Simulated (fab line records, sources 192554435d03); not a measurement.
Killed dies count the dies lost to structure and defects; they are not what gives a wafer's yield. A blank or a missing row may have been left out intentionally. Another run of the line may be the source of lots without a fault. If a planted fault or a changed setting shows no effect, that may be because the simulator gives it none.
Which tool did it? -- flow n5-finfet -- 12 lots with 36 wafers sampled at 2 steps, on a route of 1938 steps

WHAT EACH GAUGE READ, for each wafer
N5_BEOL_M12_CD_MEAS_17 targets a cd of 140 nm.
lot,measured,on,cd-nm (nm)
L075,day 11 06:07,cd-sem-02,139.8 138.8 139.2
L076,day 11 14:46,cd-sem-02,138.8 137.5 138.4
L079,day 12 06:26,cd-sem-02,139.1 141.5 141.6
L080,day 12 20:08,cd-sem-03,139.4 138.3 140.3
L083,day 13 00:45,cd-sem-03,138.8 140.4 139.3
L085,day 13 19:56,cd-sem-03,140.9 142.3 138.8
L089,day 14 10:35,cd-sem-03,139.8 139.6 141.6
L087,day 15 03:07,cd-sem-03,140.8 140.8 138.6
L092,day 15 13:50,cd-sem-01,140.4 140.1 141.8
L094,day 15 23:22,cd-sem-03,140.8 141.1 141.1
L095,day 16 05:43,cd-sem-02,139.7 138.5 139.9
L097,day 16 17:17,cd-sem-02,139.9 142.6 140.2

WHAT TOOL EACH LOT RAN ON (gives the tool, then ch and the chambers of the sampled wafers, and finally the start)
lot,N5_BEOL_M12_STRIP_63
L075,"plasma-asher-01 ch 0,1, day 11 05:54"
L076,"plasma-asher-01 ch 0,1, day 11 14:33"
L079,"plasma-asher-02 ch 0,1, day 12 06:14"
L080,"plasma-asher-02 ch 0,1, day 12 19:56"
L083,"plasma-asher-02 ch 0,1, day 13 00:34"
L085,"plasma-asher-02 ch 0,1, day 13 19:44"
L089,"plasma-asher-01 ch 0,1, day 14 10:17"
L087,"plasma-asher-02 ch 0,1, day 15 02:55"
L092,"plasma-asher-01 ch 0,1, day 15 13:37"
L094,"plasma-asher-02 ch 0,1, day 15 23:04"
L095,"plasma-asher-02 ch 0,1, day 16 05:24"
L097,"plasma-asher-01 ch 0,1, day 16 17:05"
- N5_BEOL_M12_STRIP_63: strips in N2/H2.

THE ANSWER, worked out from the rows above alone
Rule: the lots themselves supply what counts as usual. The widest of any qualifying gaps counts: lots, ordered by their means at a reading, are off when they make up no more than a third of the lots, leave a main group of 4 or more, and stand apart from it by 3 or more times the standard deviation of that group's means. If all means in a main group match to the digits the tables above print for the reading, that group is not used. A lot without any number at a reading at which 4 lots or more have one is off too. The other lots that the step has rows for count as sound.
None of the lots is off at any reading shown; this tells nothing.

WHAT THE SIMULATOR HAD INSERTED
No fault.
